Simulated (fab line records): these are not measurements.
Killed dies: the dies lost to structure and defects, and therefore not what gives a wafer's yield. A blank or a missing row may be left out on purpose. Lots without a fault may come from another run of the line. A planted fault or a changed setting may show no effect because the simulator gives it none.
The tool behind it: which one? | flow nand-harc | 13 lots with 38 wafers sampled at 6 steps, on a route of 1302 steps

WHAT EACH GAUGE READ, for each wafer
NHARC_A_ONON_D2_THK_MEAS_02: measures by ellipsometry.
lot  | measured     | on            | thk-nm (nm)
L560 | day 12 16:59 | film-metro-01 | 1003 1004 1003
L562 | day 13 12:17 | film-metro-02 | 997 996 998
L563 | day 14 02:50 | film-metro-02 | 987 989 989
L564 | day 14 05:00 | film-metro-01 | 999 998 998
L566 | day 15 02:02 | film-metro-02 | 1014 1013
L567 | day 15 08:26 | film-metro-02 | 996 998 999
L575 | day 18 11:01 | film-metro-02 | 1016 1017 1015
L574 | day 18 11:02 | film-metro-02 | 994 996 996
L577 | day 19 14:42 | film-metro-02 | 1001 1001 1000
L576 | day 19 14:43 | film-metro-01 | 1008 1008 1010
L580 | day 21 11:43 | film-metro-01 | 1011 1012 1011
L582 | day 21 17:32 | film-metro-01 | 998 1000 1000
L583 | day 21 17:32 | film-metro-02 | 1003 1006 1003

NHARC_A_ONON_D2_THK_MEAS_18: measures by ellipsometry.
lot  | measured     | on            | thk-nm (nm)
L560 | day 13 03:00 | film-metro-01 | 1011 1012 1013
L562 | day 13 23:43 | film-metro-01 | 1002 1003 1001
L563 | day 14 13:46 | film-metro-01 | 1010 1009 1011
L564 | day 14 13:44 | film-metro-02 | 981 980 981
L566 | day 15 12:51 | film-metro-02 | 1004 700
L567 | day 15 18:25 | film-metro-01 | 1006 1005 702
L575 | day 18 21:20 | film-metro-01 | 996 997 997
L574 | day 18 21:19 | film-metro-02 | 991 990 991
L577 | day 20 00:38 | film-metro-02 | 997 995 996
L576 | day 20 00:38 | film-metro-01 | 999 997 998
L580 | day 21 22:26 | film-metro-01 | 974 974 974
L582 | day 22 05:16 | film-metro-02 | 1001 1001 1000
L583 | day 22 05:16 | film-metro-01 | 1003 1003 1005

NHARC_END_SORT_01.
lot  | measured     | on        | killed-at-array | killed-at-other | killed-at-periphery | killed-dies | killed-open | killed-short
L566 | day 27 00:40 | prober-02 | 64 666          | 1 0             | 9 11                | 74 677      | 6 6         | 4 4
L567 | day 27 11:55 | prober-02 | 77 77 674       | 0 1 1           | 4 2 2               | 81 80 677   | 4 2 4       | 2 1 6

TOOL THAT RAN EACH LOT (tool first, then ch and the chambers of the sampled wafers, then the start)
lot  | NHARC_A_ONON_D2_DEP_16           | NHARC_A_ONON_D2_DEP_33          | NHARC_A_CHANNEL_HOLE_D2_DEP_01
L560 | pecvd-onon-03 ch 0, day 13 02:37 | pecvd-03 ch 0,2, day 13 05:22   | pecvd-02 ch 0,1, day 13 07:48
L562 | pecvd-onon-03 ch 0, day 13 23:12 | pecvd-04 ch 1,2, day 14 02:05   | pecvd-02 ch 0,1,2, day 14 08:27
L563 | pecvd-onon-04 ch 0, day 14 13:17 | pecvd-01 ch 0,1, day 14 16:05   | pecvd-03 ch 0,1, day 14 18:36
L564 | pecvd-onon-03 ch 0, day 14 13:14 | pecvd-03 ch 0,1, day 14 16:06   | pecvd-04 ch 0,1,2, day 14 18:34
L566 | pecvd-onon-03 ch 0, day 15 12:31 | pecvd-01 ch 1,2, day 15 15:19   | pecvd-04 ch 1, day 15 18:40
L567 | pecvd-onon-03 ch 0, day 15 17:58 | pecvd-03 ch 0,1,2, day 15 20:44 | pecvd-03 ch 0,1, day 16 01:32
L575 | pecvd-onon-03 ch 0, day 18 20:59 | pecvd-03 ch 0,1, day 18 23:47   | pecvd-02 ch 1,2, day 19 05:22
L574 | pecvd-onon-02 ch 0, day 18 20:52 | pecvd-01 ch 1,2, day 18 23:41   | pecvd-02 ch 0,2, day 19 03:22
L577 | pecvd-onon-02 ch 0, day 20 00:08 | pecvd-03 ch 1,2, day 20 02:57   | pecvd-02 ch 0,1, day 20 05:27
L576 | pecvd-onon-03 ch 0, day 20 00:08 | pecvd-01 ch 0,1,2, day 20 03:01 | pecvd-03 ch 1,2, day 20 05:27
L580 | pecvd-onon-03 ch 0, day 21 21:59 | pecvd-03 ch 0,1, day 22 00:49   | pecvd-02 ch 0,1, day 22 03:47
L582 | pecvd-onon-03 ch 0, day 22 04:49 | pecvd-01 ch 0,1, day 22 07:43   | pecvd-02 ch 0,1,2, day 22 11:50
L583 | pecvd-onon-02 ch 0, day 22 04:52 | pecvd-04 ch 0,1, day 22 07:35   | pecvd-03 ch 0,2, day 22 11:16
- NHARC_A_ONON_D2_DEP_16: target thk 1000 nm.
- NHARC_A_ONON_D2_DEP_33: deposits SiO2, target thk 200 nm.
- NHARC_A_CHANNEL_HOLE_D2_DEP_01: deposits SiON, target thk 140 nm.

AS READ BY THE TOOLS THEMSELVES (means over the sampled wafers that have a number; for cases with no such wafer, the mark the record gives instead)
NHARC_A_ONON_D2_DEP_33.
lot  | tool     | heater-power-outer-w (W) | heater-power-w (W) | mfc-precursor-sccm (sccm) | throttle-valve-pct (%)
L560 | pecvd-03 | 375                      | 633                | 161.8                     | 15.7
L562 | pecvd-04 | 222                      | 464                | 161.1                     | 15.9
L563 | pecvd-01 | 357                      | 664                | 161.7                     | 14.9
L564 | pecvd-03 | 339                      | 606                | 161.8                     | 16.3
L566 | pecvd-01 | 284                      | 500                | 161.4                     | 15.2
L567 | pecvd-03 | 335                      | 591                | 161.0                     | 16.3
L575 | pecvd-03 | 326                      | 584                | 161.6                     | 16.2
L574 | pecvd-01 | 286                      | 498                | 162.4                     | 15.4
L577 | pecvd-03 | 319                      | 574                | 161.3                     | 16.3
L576 | pecvd-01 | 316                      | 582                | 161.8                     | 15.4
L580 | pecvd-03 | 340                      | 609                | 161.4                     | 16.1
L582 | pecvd-01 | 339                      | 648                | 161.1                     | 14.9
L583 | pecvd-04 | 239                      | 475                | 161.6                     | 15.9

NHARC_A_CHANNEL_HOLE_D2_DEP_01.
lot  | tool     | heater-power-outer-w (W) | heater-power-w (W)
L560 | pecvd-02 | 522                      | 776
L562 | pecvd-02 | 484                      | 733
L563 | pecvd-03 | 478                      | 800
L564 | pecvd-04 | 450                      | 763
L566 | pecvd-04 | 327                      | 591
L567 | pecvd-03 | 516                      | 828
L575 | pecvd-02 | 477                      | 719
L574 | pecvd-02 | 556                      | 840
L577 | pecvd-02 | 520                      | 776
L576 | pecvd-03 | 491                      | 804
L580 | pecvd-02 | 492                      | 742
L582 | pecvd-02 | 469                      | 714
L583 | pecvd-03 | 431                      | 731

THE ANSWER, worked out from the rows above alone
Rule: usual is defined by the lots themselves. The widest of any qualifying gaps counts: lots, ordered by their means at a reading, are off when they make up no more than a third of the lots, leave a main group of 4 or more, and stand apart from it by 3 or more times the standard deviation of that group's means. A main group whose means are all the same, to the digits that the tables above print for the reading, isn't used. A lot without any number at a reading at which 4 lots or more have one is off too. The other lots that the step has rows for count as sound. First the gauges in route order, then the tools' own readings, where a lot's mean is used as printed above. The first step at which some lot is off is used, and at that step the reading that is off furthest; a lot without a number counts as furthest.
Off: L566, L567, at NHARC_A_ONON_D2_THK_MEAS_18 (thk-nm). The main group has a mean of 997 nm with a standard deviation of 11.
If a tool, at a process step before that reading, ran all the lots that are off and no sound lot after the first of them, it fits. The gauges at NHARC_A_ONON_D2_THK_MEAS_18 are tried like those tools. Not one of the candidates tried fits.

WHAT HAD BEEN PUT IN BY THE SIMULATOR
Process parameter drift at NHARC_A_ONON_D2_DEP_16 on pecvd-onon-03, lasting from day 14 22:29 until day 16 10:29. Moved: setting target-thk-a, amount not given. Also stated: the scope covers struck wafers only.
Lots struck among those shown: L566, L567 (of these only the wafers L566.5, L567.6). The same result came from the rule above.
